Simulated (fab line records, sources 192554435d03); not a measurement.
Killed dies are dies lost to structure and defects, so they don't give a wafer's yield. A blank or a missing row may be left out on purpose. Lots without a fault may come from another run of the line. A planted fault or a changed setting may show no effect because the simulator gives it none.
Chamber matching | flow n5_finfet | N5_FIN_SAQP_SPACER2_ETCHBACK_29 on rie_diel-06: 4 sister chambers
The step etches SiO2 in CHF3/O2, target depth 12.2 nm, time 6.1 s. 4 wafers are shown with their chamber, then 8 later ones without.

WAFERS WITH THEIR CHAMBER
wafer  | chamber | drypump_motor_current_A (A)
L086.2 | 0       | 5.1
L088.1 | 1       | 5.3
L088.2 | 2       | 5.2
L090.2 | 3       | 4.9

WAFERS WITHOUT THEIR CHAMBER
wafer  | drypump_motor_current_A (A)
L090.3 | 5.1
L090.4 | 5.2
L093.4 | 5.2
L093.5 | 4.9
L093.6 | 5.0
L097.1 | 5.4
L097.3 | 4.9
L097.5 | 5.3

WHICH CHAMBER EACH WENT THROUGH
wafer  | from the rows above     | in truth
L090.3 | 0                       | 0
L090.4 | can't be placed: 2 or 1 | 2
L093.4 | can't be placed: 2 or 1 | 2
L093.5 | 3                       | 3
L093.6 | can't be placed: 0 or 3 | 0
L097.1 | can't be placed: 1 or 2 | 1
L097.3 | 3                       | 3
L097.5 | can't be placed: 1 or 2 | 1
Placed correctly: 3 of 8. Can't be placed from these rows: 5 (the true chamber is among the candidates in 5). Placed wrongly: 0.
How it was worked out, from the rows above alone: a wafer's distance from a chamber is the root of the sum, over the readings, of the square of ((its reading less the chamber's mean) divided by the reading's scatter). The wafer belongs to the nearest chamber; if the next one is less than 2 further off, it can't be placed. A chamber's mean is the mean of its shown wafers. The scatter: with one shown wafer a chamber, the root of the mean of the squares of how far each hidden wafer lies from its nearest shown one.
